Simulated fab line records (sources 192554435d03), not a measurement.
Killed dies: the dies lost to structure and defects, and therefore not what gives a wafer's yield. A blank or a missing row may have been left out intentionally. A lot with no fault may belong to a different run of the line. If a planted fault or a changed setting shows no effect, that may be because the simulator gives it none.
A single fault, viewed from 2 desks | flow n5 finfet | every desk sees just its own numbers, and what lay behind them comes last

== AT THE METROLOGY DESK ==
Lot by lot, what the gauges showed, no matter which tool ran the lot: averages of those sampled wafers that carry a number. A lot is out of limits, marked OUT, if its mean lies more than 4 standard deviations from the usual mean; the brackets give that distance. It has 11 readings; the 7 that lie furthest out on some lot are the ones shown.
Columns: A = DIBL_N at N5_BEOL_M4_RC_MEAS_101, usual 36.4 mV/V; B = DIBL_P at N5_BEOL_M4_RC_MEAS_101, usual 36.6 mV/V; C = IOFF_N at N5_BEOL_M4_RC_MEAS_101, usual 0.155 nA/um; D = IOFF_P at N5_BEOL_M4_RC_MEAS_101, usual 0.211 nA/um; E = ION_N at N5_BEOL_M4_RC_MEAS_101, usual 671 uA/um; F = ION_P at N5_BEOL_M4_RC_MEAS_101, usual 462 uA/um; G = VT_P at N5_BEOL_M4_RC_MEAS_101, usual -250.1 mV
lot  | first seen here | A    | B    | C     | D     | E   | F   | G
L853 | day 5 03:58     | 35.6 | 35.0 | 0.138 | 0.194 | 675 | 461 | -251.8
L854 | day 5 08:35     | 36.1 | 35.9 | 0.153 | 0.207 | 672 | 464 | -250.5
L857 | day 6 04:31     | 35.6 | 35.3 | 0.140 | 0.167 | 666 | 451 | -255.5
L862 | day 7 11:58     | 37.5 | 36.2 | 0.156 | 0.202 | 675 | 460 | -249.2
L868 | day 8 23:49     | 37.1 | 37.1 | 0.160 | 0.225 | 678 | 467 | -250.1
L869 | day 9 11:40     | 37.7 | 37.6 | 0.159 | 0.246 | 668 | 465 | -248.8
L872 | day 9 19:04     | 37.4 | 37.9 | 0.172 | 0.216 | 676 | 460 | -249.6
L874 | day 10 06:53    | 39.1 | 40.7 | 0.204 | 0.262 | 687 | 470 | -247.6
L876 | day 10 20:39    | 37.5 | 37.6 | 0.163 | 0.175 | 680 | 457 | -256.7
This desk found nothing out of limits on any of the 9 lots.

== FOR THE TOOL OWNER'S DESK: cmp-01 ==
The tool's own readings at N5_MOL_CONTACT_COAG_CMP_28 (polishes, stops on SiNx, t overpolish 0.85 s, target thk 14.522 nm): means of the sampled wafers that have a number, for each lot that ran on this tool. A lot is out of limits, marked OUT, if its mean lies more than 4 standard deviations from the usual mean; the brackets give that distance.
Columns: A = motor current A at N5_MOL_CONTACT_COAG_CMP_28, usual 12.3 A; B = platen rpm at N5_MOL_CONTACT_COAG_CMP_28, usual 51.80 rpm; C = retaining ring pressure frac at N5_MOL_CONTACT_COAG_CMP_28, usual 1.000; D = time to endpoint s at N5_MOL_CONTACT_COAG_CMP_28, usual 5.6 s
lot  | first seen here | A    | B               | C     | D
L853 | day 5 02:37     | 12.7 | 51.83           | 1.000 | 6.2
L857 | day 6 03:23     | 11.2 | 51.79           | 1.000 | 6.7
L868 | day 8 22:26     | 10.2 | 49.73 (-63) OUT | 1.003 | 3.0
L869 | day 9 10:25     | 11.3 | 49.71 (-63) OUT | 1.005 | 4.0
This desk's finding: out of limits on L868, L869; first on L868, day 8 22:26 (platen rpm at N5_MOL_CONTACT_COAG_CMP_28). Within limits: L853, L857.

== ALL TOGETHER ==
On L868, L869, at day 8 22:26, an alarm was possible from the tool owner's desk.
At the metrology desk, nothing out of limits was observed.
The metrology desk holds a record of L868, L869, inside its limits.
The lots listed all ran N5_MOL_CONTACT_COAG_CMP_28 on cmp-01.

== WHAT THE SIMULATOR HAD INSERTED ==
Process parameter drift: cmp-01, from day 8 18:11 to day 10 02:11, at N5_MOL_CONTACT_COAG_CMP_28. A move of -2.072 in setting platen rpm, from 51.8. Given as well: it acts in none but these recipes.
Struck lots among those shown: L868, L869.
Each desk's first reading out of limits, in hours after the fault started: the tool owner's desk, 4.
